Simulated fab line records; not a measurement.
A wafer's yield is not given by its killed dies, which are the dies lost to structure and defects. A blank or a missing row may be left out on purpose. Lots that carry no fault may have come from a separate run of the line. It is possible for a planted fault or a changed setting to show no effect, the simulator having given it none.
fab line records -- flow n5Finfet -- part 1 of 2: steps 1 to 14 of 20
[record] lots = 5, wafers = 15, lastDay = 17
route steps=1938 shown HKMG_FIN@435
lots with no fault: from the same line, run without faults
startH: hours from the record's opening day to when the first of the lot's shown wafers began -- waitH: hours since the lot's step before -- " as in the row above -- L1.1+2: one row covering several wafers at once -- - value missing, or start not given -- * or withheld: withheld -- < > ~ a bound
route shown NAME@n: a module of which the file shows steps, and the number in the route of the first -- usual: mean and standard deviation over wafers with no fault -- same: alike in all rows -- chamber/n: place in a boat -- sites: readings site by site -- _std_site: the standard deviation of these -- _edge_site: outer sites' mean less inner sites' -- radiusMm: how far each site lies from the wafer's centre -- mask NAME#n: copy n -- behind: the most recent tool/chamber to have shaped the wafer -- hold: why the lot went on hold/how many hours it stayed there/how the hold came to an end -- device: the n, p or np transistor that did not switch -- end of line: the same wafers' tests at the end of the route -- for a step that has no rows: nothing shown but its recipe -- killed: count of dies lost to structure and defects at first sort (not the wafer's yield) -- map: a wafer's dies, marking killed ones x, the rest . and places with no die _
set.NAME: the setting the step ran with; set.NAME@STEP: the setting that earlier step ran with -- model.NAME: the simulator's own value behind a step, which no gauge read
lots seen at some steps along the route; tables by step, rows by wafer
services: when a tool's chamber went out of use (startH, in hours from the record's first day, below 0 if earlier), for how many hours, and the reason
[[steps]]
[step N5_HKMG_FIN_ETCH_32]
[recipe] chemistry = N2/H2, target = SOC, targetDepthA = 2400, tempC = 40, timeS = 300, ionEnergyEv = 200, maskMaterial = SiARC, pressureMtorr = 30, sourceW = 840, biasW = 150, n2FlowSccm = 200, h2FlowSccm = 200
[usual] chamberPressureMTorr = 29.997/0.028, drypumpMotorCurrentA = 5.7/0.45, oesProductAu = 0.82/0.1, rfVppV = 524.2/2.8, showerheadPlenumPTorr = 2.56/0.098, tempC = 39.98/0.1, throttleValvePct = 17.86/0.27
lot.wafer,tool,chamber,startH,waitH,chamberPressureMTorr,drypumpMotorCurrentA,oesProductAu,rfHoursCounterH,rfVppV,showerheadPlenumPTorr,tempC,throttleValvePct
L075.3,rieDiel-06,1,86.97,0.0,30.007,6.3,0.67,242,522.0,2.50,39.87,17.85
L075.5,rieDiel-06,1,86.97,0.0,29.983,6.3,0.68,-,523.5,2.49,39.94,17.84
L075.6,rieDiel-06,2,86.97,0.0,29.977,5.6,0.74,-,525.5,2.64,39.83,18.33
L080.1,rieDiel-06,2,113.28,0.0,30.000,5.5,0.74,185,525.1,2.64,39.97,18.34
L080.3,rieDiel-06,3,113.28,0.0,29.981,5.6,0.86,65,523.1,2.48,40.20,17.90
L080.6,rieDiel-06,3,113.28,0.0,29.978,5.6,0.86,-,522.5,2.48,40.07,17.91
L087.3,rieDiel-01,0,154.49,0.0,29.939,4.7,0.71,193,523.5,2.54,40.07,17.79
L087.4,rieDiel-01,3,154.49,0.0,29.987,5.4,0.90,-,521.8,2.46,40.04,17.61
L087.6,rieDiel-01,0,154.49,0.0,30.013,4.7,0.71,-,523.5,2.54,40.06,17.77
L094.1,rieDiel-02,2,199.72,0.0,29.977,5.8,0.89,29,525.6,2.61,40.16,17.79
L094.4,rieDiel-02,3,199.72,0.0,29.963,6.1,0.96,11,521.6,2.48,40.08,17.63
L094.5,rieDiel-02,3,199.72,0.0,29.991,6.2,0.96,-,523.8,2.48,39.85,17.63
L095.4,rieDiel-02,2,200.96,0.0,30.050,5.8,0.89,29,525.2,2.61,40.09,17.78
L095.5,rieDiel-02,1,200.96,0.0,30.001,6.3,0.76,-,522.0,2.44,39.84,17.65
L095.6,rieDiel-02,0,200.96,0.0,30.020,5.5,0.89,-,528.2,2.70,39.97,17.82
[step N5_HKMG_FIN_STRIP_33]
[recipe] chemistry = N2/H2, tempC = 40, n2FlowSccm = 200, h2FlowSccm = 200, rfFrequencyHz = 6e+07
lot.wafer,tool,chamber,startH,waitH
L075.3+5+6,rieDiel-06,"1,1,2",87.15,0.1
L080.1+3+6,rieDiel-06,"2,3,3",113.46,0.1
L087.3+4+6,rieDiel-01,"0,3,0",154.67,0.1
L094.1+4+5,rieDiel-02,"2,3,3",199.90,0.1
L095.4+5+6,rieDiel-02,"2,1,0",201.14,0.1
[step N5_HKMG_FIN_STRIP_34]
[recipe] chemistry = CF4, resist = SiARC, powerW = 300, biasPowerW = 75, pressureMtorr = 50, cf4FlowSccm = 150, rfFrequencyHz = 6e+07
[usual] chamberPressureMTorr = 49.99/0.078, drypumpMotorCurrentA = 5.7/0.45, oesProductAu = 0.80/0.088, powerW = 299.9/0.89, rfVppV = 271.4/1.6, showerheadPlenumPTorr = 1.80/0.062, throttleValvePct = 13.56/0.25
lot.wafer,tool,chamber,startH,waitH,chamberPressureMTorr,drypumpMotorCurrentA,oesProductAu,powerW,rfHoursCounterH,rfVppV,showerheadPlenumPTorr,throttleValvePct
L075.3,rieDiel-06,1,87.16,0.0,50.01,6.3,0.66,300.1,242,272.4,1.77,13.85
L075.5,rieDiel-06,1,87.16,0.0,49.99,6.3,0.66,298.3,-,270.8,1.77,13.82
L075.6,rieDiel-06,2,87.16,0.0,49.98,5.5,0.72,299.2,-,274.0,1.84,13.87
L080.1,rieDiel-06,2,113.47,0.0,50.03,5.6,0.72,300.8,186,271.7,1.84,13.91
L080.3,rieDiel-06,3,113.47,0.0,49.97,5.6,0.81,299.2,65,271.2,1.73,13.53
L080.6,rieDiel-06,3,113.47,0.0,49.96,5.6,0.82,298.5,-,270.0,1.73,13.51
L087.3,rieDiel-01,0,154.68,0.0,50.03,4.7,0.74,300.0,193,271.6,1.78,13.59
L087.4,rieDiel-01,3,154.68,0.0,49.97,5.4,0.89,301.4,-,270.7,1.76,13.32
L087.6,rieDiel-01,0,154.68,0.0,50.01,4.7,0.73,299.1,-,272.4,1.78,13.59
L094.1,rieDiel-02,2,199.91,0.0,49.93,5.8,0.86,299.7,29,271.9,1.84,13.40
L094.4,rieDiel-02,3,199.91,0.0,49.96,6.1,0.93,299.0,11,270.5,1.77,13.45
L094.5,rieDiel-02,3,199.91,0.0,49.99,6.1,0.93,300.0,-,271.9,1.77,13.46
L095.4,rieDiel-02,2,201.15,0.0,50.03,5.8,0.86,300.9,30,271.3,1.84,13.40
L095.5,rieDiel-02,1,201.15,0.0,50.08,6.3,0.76,298.9,-,268.8,1.73,13.50
L095.6,rieDiel-02,0,201.15,0.0,49.97,5.5,0.87,299.4,-,274.4,1.89,13.40
[step N5_HKMG_FIN_ETCH_35]
[recipe] chemistry = N2/H2, target = SOC, targetDepthA = 2158, ionEnergyEv = 65, biasW = 5, sourceW = 3000, timeS = 243.4, pressureMtorr = 30, n2FlowSccm = 200, h2FlowSccm = 200
[usual] chamberPressureMTorr = 30.001/0.025, drypumpMotorCurrentA = 5.7/0.45, oesProductAu = 0.82/0.099, rfVppV = 141.6/1, showerheadPlenumPTorr = 2.56/0.098, throttleValvePct = 17.86/0.27
lot.wafer,tool,chamber,startH,waitH,chamberPressureMTorr,drypumpMotorCurrentA,oesProductAu,rfHoursCounterH,rfVppV,showerheadPlenumPTorr,throttleValvePct
L075.3,rieDiel-06,1,87.18,0.0,30.051,6.3,0.68,242,140.6,2.50,17.85
L075.5,rieDiel-06,1,87.18,0.0,30.004,6.3,0.68,-,141.5,2.50,17.85
L075.6,rieDiel-06,2,87.18,0.0,29.986,5.5,0.74,-,143.1,2.64,18.34
L080.1,rieDiel-06,2,113.49,0.0,30.009,5.6,0.73,186,141.1,2.64,18.35
L080.3,rieDiel-06,3,113.49,0.0,29.981,5.6,0.86,65,142.6,2.48,17.91
L080.6,rieDiel-06,3,113.49,0.0,30.030,5.6,0.85,-,140.7,2.48,17.90
L087.3,rieDiel-01,0,154.70,0.0,30.008,4.7,0.72,193,140.2,2.54,17.78
L087.4,rieDiel-01,3,154.70,0.0,29.949,5.4,0.89,-,141.4,2.46,17.61
L087.6,rieDiel-01,0,154.70,0.0,29.989,4.7,0.72,-,141.9,2.54,17.78
L094.1,rieDiel-02,2,199.93,0.0,29.981,5.8,0.89,29,141.7,2.61,17.81
L094.4,rieDiel-02,3,199.93,0.0,30.003,6.2,0.97,11,141.4,2.48,17.64
L094.5,rieDiel-02,3,199.93,0.0,30.032,6.1,0.96,-,141.1,2.48,17.65
L095.4,rieDiel-02,2,201.17,0.0,30.057,5.8,0.90,30,142.8,2.61,17.81
L095.5,rieDiel-02,1,201.17,0.0,29.976,6.3,0.77,-,140.4,2.44,17.67
L095.6,rieDiel-02,0,201.17,0.0,29.990,5.5,0.90,-,143.3,2.70,17.83
[step N5_HKMG_FIN_STRIP_92]
[recipe] chemistry = N2/H2, material = SOC, timeS = 20, powerW = 500, tempC = 40, pressureMtorr = 50, rfFrequencyHz = 6e+07, biasPowerW = 8, h2Frac = 0.5, n2FlowSccm = 300, h2FlowSccm = 300
[usual] chamberPressureMTorr = 50.00/0.042, drypumpMotorCurrentA = 5.7/0.45, oesProductAu = 0.82/0.098, powerW = 499.6/1.5, rfVppV = 54.2/0.83, showerheadPlenumPTorr = 3.38/0.12, tempC = 40.00/0.1, throttleValvePct = 19.1/0.36
lot.wafer,tool,chamber,startH,waitH,chamberPressureMTorr,drypumpMotorCurrentA,oesProductAu,powerW,rfHoursCounterH,rfVppV,showerheadPlenumPTorr,tempC,throttleValvePct
L075.3,rieDiel-06,1,87.33,0.1,50.00,6.3,0.67,498.8,242,54.5,3.30,39.93,18.8
L075.5,rieDiel-06,1,87.33,0.1,50.01,6.3,0.68,497.5,-,54.3,3.30,39.82,18.8
L075.6,rieDiel-06,2,87.33,0.1,49.96,5.6,0.75,495.8,-,55.0,3.49,40.02,19.8
L080.1,rieDiel-06,2,113.64,0.1,49.98,5.6,0.74,501.3,186,54.9,3.48,39.98,19.8
L080.3,rieDiel-06,3,113.64,0.1,50.08,5.6,0.87,500.4,65,53.4,3.28,40.21,18.9
L080.6,rieDiel-06,3,113.64,0.1,49.98,5.6,0.86,499.7,-,53.7,3.27,40.00,18.9
L087.3,rieDiel-01,0,154.85,0.1,49.94,4.7,0.73,501.4,194,54.2,3.35,39.94,18.8
L087.4,rieDiel-01,3,154.85,0.1,50.08,5.4,0.90,500.2,-,54.0,3.26,39.84,19.1
L087.6,rieDiel-01,0,154.85,0.1,50.05,4.7,0.73,499.2,-,54.4,3.35,39.86,18.8
L094.1,rieDiel-02,2,200.08,0.1,50.02,5.8,0.87,498.6,29,53.7,3.45,40.05,19.0
L094.4,rieDiel-02,3,200.08,0.1,50.03,6.2,0.97,498.1,11,52.9,3.27,39.88,18.7
L094.5,rieDiel-02,3,200.08,0.1,50.04,6.2,0.97,496.0,-,54.6,3.27,40.10,18.7
L095.4,rieDiel-02,2,201.32,0.1,49.97,5.8,0.88,499.2,30,55.6,3.45,39.93,19.0
L095.5,rieDiel-02,1,201.32,0.1,50.06,6.3,0.77,502.5,-,54.2,3.23,40.17,18.8
L095.6,rieDiel-02,0,201.32,0.1,49.95,5.5,0.89,499.7,-,55.4,3.56,40.09,19.4
[step N5_HKMG_FIN_WET_ETCH_18]
[recipe] chemistry = SC1, target = TiN, mix = 1:1:5, tempC = *, timeS = 55, targetDepthNm = 5.2, dry = ipaMarangoni, rinseTimeS = 30, rinseTempC = 23
[usual] h2o2FlowMLMin = 214.3/0.67, tempC = *
lot.wafer,tool,chamber,startH,waitH,h2o2FlowMLMin,tempC
L075.3,wetBench-05,0,87.41,0.1,214.5,*
L075.5,wetBench-05,1,87.41,0.1,213.3,*
L075.6,wetBench-05,6,87.41,0.1,215.2,*
L080.1,wetBench-03,2,113.72,0.1,213.1,*
L080.3,wetBench-03,6,113.72,0.1,214.1,*
L080.6,wetBench-03,7,113.72,0.1,214.5,*
L087.3,wetBench-03,2,154.93,0.1,214.0,*
L087.4,wetBench-03,5,154.93,0.1,213.6,*
L087.6,wetBench-03,3,154.93,0.1,214.3,*
L094.1,wetBench-03,0,200.16,0.1,215.4,*
L094.4,wetBench-03,2,200.16,0.1,214.2,*
L094.5,wetBench-03,3,200.16,0.1,212.9,*
L095.4,wetBench-05,3,201.40,0.1,215.1,*
L095.5,wetBench-05,4,201.40,0.1,214.7,*
L095.6,wetBench-05,5,201.40,0.1,214.8,*
[step N5_HKMG_FIN_STRIP_19]
[recipe] chemistry = N2/H2, powerW = 2500, tempC = 300, h2Frac = 0.65, timeS = 360, pressureMtorr = withheld, n2FlowSccm = 1750, h2FlowSccm = 3250
[usual] drypumpMotorCurrentA = 5.8/0.46, heaterPowerW = 496/37, tempC = 299.98/0.18
lot.wafer,tool,chamber,startH,waitH,drypumpMotorCurrentA,heaterPowerW,rfHoursCounterH,tempC
L075.3,plasmaAsher-02,0,87.76,0.3,5.8,535,-,299.97
L075.5,plasmaAsher-02,1,87.76,0.3,5.9,439,-,299.79
L075.6,plasmaAsher-02,0,87.76,0.3,5.8,531,-,300.12
L080.1,plasmaAsher-02,0,113.78,0.0,5.8,541,95,300.02
L080.3,plasmaAsher-02,0,113.78,0.0,5.8,535,-,299.90
L080.6,plasmaAsher-02,0,113.78,0.0,5.8,525,-,300.09
L087.3,plasmaAsher-01,1,155.12,0.1,6.3,505,-,299.83
L087.4,plasmaAsher-01,0,155.12,0.1,5.0,494,-,299.79
L087.6,plasmaAsher-01,1,155.12,0.1,6.3,496,-,299.90
L094.1,plasmaAsher-02,0,200.22,0.0,5.8,541,112,299.78
L094.4,plasmaAsher-02,1,200.22,0.0,5.9,434,-,299.74
L094.5,plasmaAsher-02,0,200.22,0.0,5.8,554,-,299.85
L095.4,plasmaAsher-02,1,201.59,0.1,5.9,436,-,299.68
L095.5,plasmaAsher-02,1,201.59,0.1,5.9,444,-,299.90
L095.6,plasmaAsher-02,0,201.59,0.1,5.8,547,-,300.06
[step N5_HKMG_FIN_ALD_91]
[recipe] material = TiN, targetThkA = 10, tempC = 400, aldPrecursorFamily = TiCl4, aldCoReactant = NH3, pulseTimeS = 1, purgeTimeS = 3, coReactantPurgeTimeS = 2, coReactantPulseTimeS = 2, aldCycles = 47, pressureTorr = 3
[usual] heaterPowerW = 834/68, precursorPulseHeightRel = 1.002/0.017
lot.wafer,tool,chamber,startH,waitH,heaterPowerW,precursorPulseHeightRel
L075.3,aldMetal-01,1,88.03,0.1,673,1.005
L075.5,aldMetal-01,1,88.03,0.1,689,1.013
L075.6,aldMetal-01,0,88.03,0.1,822,0.981
L080.1,aldMetal-01,3,114.17,0.3,836,1.007
L080.3,aldMetal-01,1,114.17,0.3,698,1.014
L080.6,aldMetal-01,0,114.17,0.3,847,1.013
L087.3,aldMetal-02,2,155.38,0.1,823,1.007
L087.4,aldMetal-02,2,155.38,0.1,808,0.974
L087.6,aldMetal-02,0,155.38,0.1,815,1.002
L094.1,aldMetal-02,1,200.61,0.3,851,0.980
L094.4,aldMetal-02,3,200.61,0.3,792,1.007
L094.5,aldMetal-02,3,200.61,0.3,813,1.017
L095.4,aldMetal-03,0,201.85,0.1,919,1.011
L095.5,aldMetal-03,1,201.85,0.1,906,1.013
L095.6,aldMetal-03,0,201.85,0.1,921,0.994
[step N5_HKMG_FIN_COAT_85]
[recipe] resist = SOC, tempC = 250, timeS = 60, spinRpm = 1500, resistThkNm = 300
lot.wafer,tool,chamber,startH,waitH
L075.3+5+6,lithoTrack-05,0,88.31,0.2
L080.1+3+6,lithoTrack-01,0,114.44,0.2
L087.3+4+6,lithoTrack-02,0,155.66,0.2
L094.1+4+5,lithoTrack-05,0,200.88,0.2
L095.4+5+6,lithoTrack-01,0,202.14,0.2
[step N5_HKMG_FIN_ETCH_86]
[recipe] chemistry = N2/H2, target = SOC, targetDepthA = 3932, stopOn = TiN, ionEnergyEv = 100, biasW = 61, pressureMtorr = 30, sourceW = 850, n2FlowSccm = 200, h2FlowSccm = 200
[usual] chamberPressureMTorr = 30.001/0.026, drypumpMotorCurrentA = 5.7/0.5, oesProductAu = 0.81/0.093, rfVppV = 240.7/1.5, showerheadPlenumPTorr = 2.55/0.093, throttleValvePct = 17.82/0.29
lot.wafer,tool,chamber,startH,waitH,chamberPressureMTorr,drypumpMotorCurrentA,oesProductAu,rfHoursCounterH,rfVppV,showerheadPlenumPTorr,throttleValvePct
L075.3,rieDiel-01,0,88.46,-,30.004,4.7,0.75,167,239.9,2.55,17.70
L075.5,rieDiel-01,0,88.46,-,29.952,4.7,0.75,-,241.8,2.55,17.73
L075.6,rieDiel-01,1,88.46,-,30.072,5.0,0.75,-,238.9,2.46,18.34
L080.1,rieDiel-02,3,114.51,-,30.030,6.1,0.68,237,239.6,2.49,17.96
L080.3,rieDiel-02,1,114.51,-,29.989,6.3,0.79,126,239.7,2.46,17.58
L080.6,rieDiel-02,0,114.51,-,30.018,5.6,0.93,-,243.4,2.72,17.74
L087.3,rieDiel-06,2,155.72,-,30.008,5.6,0.71,202,242.1,2.63,18.35
L087.4,rieDiel-06,3,155.72,-,29.998,5.6,0.80,82,239.6,2.47,17.91
L087.6,rieDiel-06,3,155.72,-,29.985,5.6,0.81,-,239.2,2.47,17.89
L094.1,rieDiel-01,2,200.96,-,30.034,6.2,0.92,14,240.1,2.59,17.63
L094.4,rieDiel-01,3,200.96,-,30.009,5.4,0.87,40,239.7,2.46,17.63
L094.5,rieDiel-01,1,200.96,-,30.001,5.0,0.72,-,238.7,2.44,18.40
L095.4,rieDiel-02,2,202.23,-,30.035,5.8,0.87,30,241.4,2.61,17.77
L095.5,rieDiel-02,1,202.23,-,29.972,6.4,0.75,-,238.2,2.44,17.62
L095.6,rieDiel-02,0,202.23,-,29.978,5.5,0.86,-,242.3,2.70,17.80
[step N5_HKMG_FIN_STRIP_89]
[recipe] chemistry = N2/H2, material = SOC, timeS = 20, powerW = 500, tempC = 40, pressureMtorr = 50, rfFrequencyHz = 6e+07, biasPowerW = 8, h2Frac = 0.5, n2FlowSccm = 300, h2FlowSccm = 300
[usual] chamberPressureMTorr = 50.00/0.042, drypumpMotorCurrentA = 5.7/0.5, oesProductAu = 0.82/0.097, powerW = 499.6/1.3, rfVppV = 54.2/0.77, showerheadPlenumPTorr = 3.37/0.12, tempC = 40.00/0.1, throttleValvePct = 19.1/0.38
lot.wafer,tool,chamber,startH,waitH,chamberPressureMTorr,drypumpMotorCurrentA,oesProductAu,powerW,rfHoursCounterH,rfVppV,showerheadPlenumPTorr,tempC,throttleValvePct
L075.3,rieDiel-01,0,88.52,0.0,50.02,4.7,0.74,501.4,168,54.4,3.36,40.03,18.8
L075.5,rieDiel-01,0,88.52,0.0,50.01,4.7,0.75,498.7,-,54.8,3.36,40.10,18.8
L075.6,rieDiel-01,1,88.52,0.0,49.97,5.1,0.75,499.9,-,54.7,3.25,40.11,19.7
L080.1,rieDiel-02,3,114.57,0.0,50.00,6.1,0.69,500.7,237,54.6,3.29,39.98,19.0
L080.3,rieDiel-02,1,114.57,0.0,50.05,6.3,0.80,500.3,127,53.4,3.25,40.05,18.7
L080.6,rieDiel-02,0,114.57,0.0,49.98,5.5,0.96,500.2,-,54.2,3.58,39.91,19.3
L087.3,rieDiel-06,2,155.78,0.0,50.02,5.6,0.72,499.9,203,54.9,3.47,39.86,19.8
L087.4,rieDiel-06,3,155.78,0.0,50.01,5.6,0.84,499.1,82,52.6,3.27,40.06,18.9
L087.6,rieDiel-06,3,155.78,0.0,50.00,5.6,0.84,499.9,-,54.2,3.27,40.01,18.9
L094.1,rieDiel-01,2,201.02,0.0,50.04,6.2,0.93,499.9,14,54.0,3.42,40.24,18.8
L094.4,rieDiel-01,3,201.02,0.0,50.01,5.4,0.87,497.8,40,54.6,3.25,39.81,19.1
L094.5,rieDiel-01,1,201.02,0.0,50.10,5.0,0.72,500.0,-,54.5,3.23,39.98,19.7
L095.4,rieDiel-02,2,202.29,0.0,49.98,5.8,0.88,500.8,30,56.2,3.45,40.05,19.0
L095.5,rieDiel-02,1,202.29,0.0,50.00,6.4,0.77,499.6,-,53.1,3.23,40.04,18.8
L095.6,rieDiel-02,0,202.29,0.0,49.95,5.5,0.89,499.4,-,53.8,3.56,39.92,19.4
[step N5_HKMG_FIN_WET_ETCH_87]
[recipe] chemistry = SC1, target = TiN, mix = 1:2:40, tempC = 50, timeS = 154.2, targetDepthNm = 4.7, dry = ipaMarangoni, rinseTimeS = 30, rinseTempC = 23
[usual] h2o2FlowMLMin = 69.78/0.21, tempC = 50.01/0.11
lot.wafer,tool,chamber,startH,waitH,h2o2FlowMLMin,tempC
L075.3,wetBench-03,5,88.62,0.1,69.82,49.99
L075.5,wetBench-03,0,88.62,0.1,69.87,49.94
L075.6,wetBench-03,2,88.62,0.1,69.89,50.05
L080.1,wetBench-03,4,114.67,0.1,69.84,50.13
L080.3,wetBench-03,7,114.67,0.1,69.77,49.97
L080.6,wetBench-03,1,114.67,0.1,70.16,50.09
L087.3,wetBench-01,1,155.88,0.1,69.98,49.82
L087.4,wetBench-01,3,155.88,0.1,69.80,50.10
L087.6,wetBench-01,0,155.88,0.1,69.66,49.70
L094.1,wetBench-03,2,201.12,0.1,69.64,49.98
L094.4,wetBench-03,7,201.12,0.1,69.95,50.02
L094.5,wetBench-03,5,201.12,0.1,69.90,50.06
L095.4,wetBench-03,2,202.39,0.1,69.96,50.05
L095.5,wetBench-03,7,202.39,0.1,70.17,49.92
L095.6,wetBench-03,6,202.39,0.1,69.78,50.13
[step N5_HKMG_FIN_STRIP_88]
[recipe] chemistry = N2/H2, powerW = 2500, tempC = 300, h2Frac = 0.65, timeS = 360, pressureMtorr = withheld, n2FlowSccm = 1750, h2FlowSccm = 3250
[usual] drypumpMotorCurrentA = 5.8/0.42, heaterPowerW = 495/39, tempC = 300.03/0.19
lot.wafer,tool,chamber,startH,waitH,drypumpMotorCurrentA,heaterPowerW,rfHoursCounterH,tempC
L075.3,plasmaAsher-02,0,89.10,0.4,5.8,544,-,300.05
L075.5,plasmaAsher-02,0,89.10,0.4,5.8,539,-,300.08
L075.6,plasmaAsher-02,1,89.10,0.4,5.9,441,-,300.23
L080.1,plasmaAsher-02,0,114.76,0.0,5.8,537,96,299.80
L080.3,plasmaAsher-02,1,114.76,0.0,5.9,445,-,300.40
L080.6,plasmaAsher-02,0,114.76,0.0,5.8,543,-,300.05
L087.3,plasmaAsher-02,1,156.09,0.1,5.9,442,-,300.06
L087.4,plasmaAsher-02,0,156.09,0.1,5.8,527,-,299.77
L087.6,plasmaAsher-02,0,156.09,0.1,5.9,532,-,299.79
L094.1,plasmaAsher-01,1,201.21,0.0,6.4,501,60,299.47
L094.4,plasmaAsher-01,1,201.21,0.0,6.4,494,-,299.55
L094.5,plasmaAsher-01,1,201.21,0.0,6.3,499,-,299.86
L095.4,plasmaAsher-02,0,202.60,0.1,5.8,541,-,300.07
L095.5,plasmaAsher-02,0,202.60,0.1,5.9,545,-,299.84
L095.6,plasmaAsher-02,1,202.60,0.1,5.9,446,-,300.05
[step N5_HKMG_FIN_NWFM_ALD_20]
[recipe] material = TiAlC, targetThkA = 20, tempC = 300, aldPrecursorFamily = TiCl4, aldCoReactant = TEA, pulseTimeS = 3, purgeTimeS = 2, coReactantPurgeTimeS = 2, coReactantPulseTimeS = 10, aldCycles = 7, pressureTorr = 3
[usual] heaterPowerW = 481/36, precursorPulseHeightRel = 1.002/0.019
lot.wafer,tool,chamber,startH,waitH,heaterPowerW,precursorPulseHeightRel
L075.3,aldMetal-03,1,89.36,0.1,509,0.987
L075.5,aldMetal-03,3,89.36,0.1,523,0.988
L075.6,aldMetal-03,2,89.36,0.1,473,1.001
L080.1,aldMetal-01,3,115.15,0.3,452,1.015
L080.3,aldMetal-01,0,115.15,0.3,478,1.005
L080.6,aldMetal-01,3,115.15,0.3,462,0.966
L087.3,aldMetal-03,0,156.35,0.1,519,1.023
L087.4,aldMetal-03,1,156.35,0.1,522,1.021
L087.6,aldMetal-03,1,156.35,0.1,524,0.994
L094.1,aldMetal-02,3,201.59,0.3,450,1.025
L094.4,aldMetal-02,1,201.59,0.3,480,0.990
L094.5,aldMetal-02,2,201.59,0.3,454,0.996
L095.4,aldMetal-02,3,202.86,0.1,446,0.998
L095.5,aldMetal-02,0,202.86,0.1,457,0.975
L095.6,aldMetal-02,1,202.86,0.1,480,1.021
